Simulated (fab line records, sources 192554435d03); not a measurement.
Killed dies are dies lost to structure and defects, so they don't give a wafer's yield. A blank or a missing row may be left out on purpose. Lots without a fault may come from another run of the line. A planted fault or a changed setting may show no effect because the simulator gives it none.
One fault seen from 2 desks | flow n5_finfet | each desk has only its own numbers; what lay behind them comes last

THE METROLOGY DESK
What the gauges read, lot by lot, whatever tool the lot ran on: means of the sampled wafers that have a number. A lot is out of limits, marked OUT, if its mean lies more than 4 standard deviations from the usual mean; the brackets give that distance. Of its 10 readings 7 are shown: those that lie furthest out on some lot.
Columns: A = DIBL_P at N5_BEOL_M4_RC_MEAS_101, usual 36.4 mV/V; B = IOFF_P at N5_BEOL_M4_RC_MEAS_101, usual 0.21 nA/um; C = ION_P at N5_BEOL_M4_RC_MEAS_101, usual 465 uA/um; D = SS_N at N5_BEOL_M4_RC_MEAS_101, usual 71.5 mV/dec; E = SS_P at N5_BEOL_M4_RC_MEAS_101, usual 73.2 mV/dec; F = VT_N at N5_BEOL_M4_RC_MEAS_101, usual 249 mV; G = VT_P at N5_BEOL_M4_RC_MEAS_101, usual -250 mV
lot  | first seen here | A    | B    | C   | D    | E    | F   | G
L426 | day 9 22:53     | 36.2 | 0.20 | 465 | 71.3 | 73.0 | 250 | -254
L430 | day 11 06:53    | 35.0 | 0.19 | 459 | 71.8 | 72.6 | 249 | -251
L431 | day 11 12:01    | 35.7 | 0.24 | 472 | 71.5 | 73.0 | 246 | -246
L436 | day 12 15:22    | 36.2 | 0.19 | 461 | 71.6 | 73.5 | 250 | -252
This desk's finding: nothing out of limits on any of the 4 lots.

THE TOOL OWNER'S DESK: litho_track-01
The tool's own readings at N5_FIN_SAQP_COAT_50 (time 60 s, resist thk 35 nm): means of the sampled wafers that have a number, for each lot that ran on this tool. A lot is out of limits, marked OUT, if its mean lies more than 4 standard deviations from the usual mean; the brackets give that distance.
Columns: A = spin_speed_rpm at N5_FIN_SAQP_COAT_50, usual 1500.1 rpm
lot  | first seen here | A
L426 | day 3 21:57     | 1501.1
L430 | day 4 21:31     | 1621.3 (+99 or more) OUT
L431 | day 5 04:37     | 1618.9 (+99) OUT
This desk's finding: out of limits on L430, L431; first on L430, day 4 21:31 (spin_speed_rpm at N5_FIN_SAQP_COAT_50). In limits: L426.

PUT TOGETHER
The tool owner's desk could have raised an alarm at day 4 21:31, on L430, L431.
The metrology desk saw nothing out of limits.
The metrology desk has L430, L431 on record, within its limits.
Of the lots named, all ran N5_FIN_SAQP_COAT_50 on litho_track-01.

WHAT THE SIMULATOR HAD PUT IN
Process parameter drift: litho_track-01, from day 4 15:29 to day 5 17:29, at N5_FIN_SAQP_COAT_50. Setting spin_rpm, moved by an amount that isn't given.
Lots struck among those shown: L430, L431.
Hours from the fault's start to each desk's first reading out of limits: the tool owner's desk, 6.
